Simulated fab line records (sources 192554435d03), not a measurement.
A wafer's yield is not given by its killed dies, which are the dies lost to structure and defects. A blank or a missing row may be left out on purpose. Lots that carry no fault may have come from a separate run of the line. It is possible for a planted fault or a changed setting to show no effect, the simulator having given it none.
A lot that was struck, set against a sound lot ; flow n5 finfet ; 37 out of 1938 route steps
Sound: the wafers L135.1, L135.2, L135.6. Struck: wafers L145.2, L145.3, L145.6. The cause is given at the end.
Order at every step that has rows: each side's tool, ch and its chambers, its first start. Under that, the readings that differ: sound wafers ; struck wafers ; difference of the means ; sigmas: that difference in standard deviations of wafers without a fault.
alike: readings with means less than 2 such deviations apart, plus words and numbers identical on both sides. not compared: withheld readings, readings lacking a value on some wafer, bounds such as >300 that could conceal the same value, and numbers that have no deviation in the record and whose values overlap.
Wherever a step has rows on one side only, a row that says differs or no value, or a row with sigmas, the two part there. Non-overlapping numbers with no deviation appear without sigmas and do not part them. A reading missing from all wafers of one side parts the sides only when that side holds two or more wafers.

first, 8 steps without rows for these wafers: N5_BEOL_M5_ANNEAL_51 (time 90 s); N5_BEOL_M5_CMP_52 (polishes, stops on SiCOH lowk, t overpolish 6.9 s, target thk 62 nm); N5_BEOL_M5_PRE_CLEAN_77 (time 15 s); N5_BEOL_M5_CO_CAP_78 (material Co, precursor CCTBA/H2, target thk 2 nm, time 102.1 s); N5_BEOL_M5_PRE_CLEAN_55 (time 15 s); N5_BEOL_M5_DEP_56 (deposits SiCN from 3MS/NH3, target thk 8 nm, time 14 s); N5_BEOL_M6_ILD_DEP_00 (deposits SiCOH lowk from DEMS/porogen, target thk 179.75 nm, time 33.4 s); N5_BEOL_M6_CURE_74 (cures SiCOH lowk, time 240 s).
N5_BEOL_M6_PECVD_70: deposits SiO2 from TEOS/O2, target thk 20 nm, time 22.7 s.
  sound on pecvd-02 ch 1,2, day 9 03:52; struck on pecvd-04 ch 1,2, day 11 18:07
reading;sound;struck;difference;sigmas
heater power w (W);669 768 663;616 533 530;-140;-2
  alike: showerhead plenum p Torr, throttle valve pct
then, 25 steps without rows for these wafers: N5_BEOL_M6_HM_DEP_02 (deposits TiN, target thk 20 nm); N5_BEOL_M6_COAT_59 (time 60 s, resist thk 100 nm); N5_BEOL_M6_COAT_60 (time 60 s, resist thk 35 nm); N5_BEOL_M6_COAT_05 (resist thk 90 nm); N5_BEOL_M6_EBR_07; N5_BEOL_M6_SOFTBAKE_06 (time 60 s); N5_BEOL_M6_EXPOSE_08 (exposes mask M6); N5_BEOL_M6_PEB_09 (peb time 60 s); N5_BEOL_M6_DEVELOP_10 (develop time 30 s); N5_BEOL_M6_DESCUM_16 (chemistry O2, time 7.9 s); N5_BEOL_M6_ETCH_61 (etches SiARC in CF4, target depth 45.5 nm, time 75.8 s); N5_BEOL_M6_ETCH_62 (etches SOC in N2/H2, target depth 110 nm, overetch 22 nm, time 165 s); N5_BEOL_M6_STRIP_68 (strips in N2/H2); N5_BEOL_M6_STRIP_67 (strips in CF4); N5_BEOL_M6_HM_OPEN_17 (chemistry Cl2/BCl3, target TiN, target depth 20 nm, overetch 6 nm); N5_BEOL_M6_STRIP_19 (strips in O2); N5_BEOL_M6_COAT_63 (time 60 s, resist thk 60 nm); N5_BEOL_M6_COAT_64 (time 60 s, resist thk 12 nm); N5_BEOL_M6_COAT_71 (time 60 s, resist thk 5 nm); N5_BEOL_M6_COAT_22 (resist thk 30 nm); N5_BEOL_M6_EBR_24; N5_BEOL_M6_SOFTBAKE_23 (time 60 s); N5_BEOL_M6_EXPOSE_25 (exposes mask V5, target cd 40 nm); N5_BEOL_M6_PEB_26 (peb time 60 s); N5_BEOL_M6_DEVELOP_27 (develop time 30 s).
N5_BEOL_M6_HM_STRIP_39: strips TiN in peroxide tin strip, target depth 25 nm, time 158 s.
  sound on wet bench-05 ch 1,2,3, day 9 09:55; struck on wet bench-06 ch 0,1,7, day 11 21:50
reading;sound;struck;difference;sigmas
model.SiO2_of_BEOL_M6_PECVD_70.thk nm (nm);19.8 20 20;39.4 40.2 40.8;+20.2;
  alike: temp c
N5_BEOL_M6_CMP_52: polishes, stops on SiCOH lowk, t overpolish 6.9 s, target thk 80 nm.
  sound on cmp-02 ch 1,3, day 9 13:03; struck on cmp-01 ch 1,2,3, day 12 00:04
reading;sound;struck;difference;sigmas
barrier field endpoint s (s);29.0 28.7 28.6;46.9 46.9 46.9;+18.1;+24
overpolish run s (s);6.902 6.895 6.914;0.035 0.033 0.039;-6.868;-99 or more
  alike: head pressure psi, motor current A, platen rpm, time to endpoint s
N5_PASSIVATION_PROBE_49:
  the record has rows for the sound wafers here (prober-01, day 12 23:38) and none for the struck ones

## WHERE THEY PART
Earliest at N5_BEOL_M6_PECVD_70; latest, in this record, at N5_PASSIVATION_PROBE_49.

WHY: whatever the simulator had introduced
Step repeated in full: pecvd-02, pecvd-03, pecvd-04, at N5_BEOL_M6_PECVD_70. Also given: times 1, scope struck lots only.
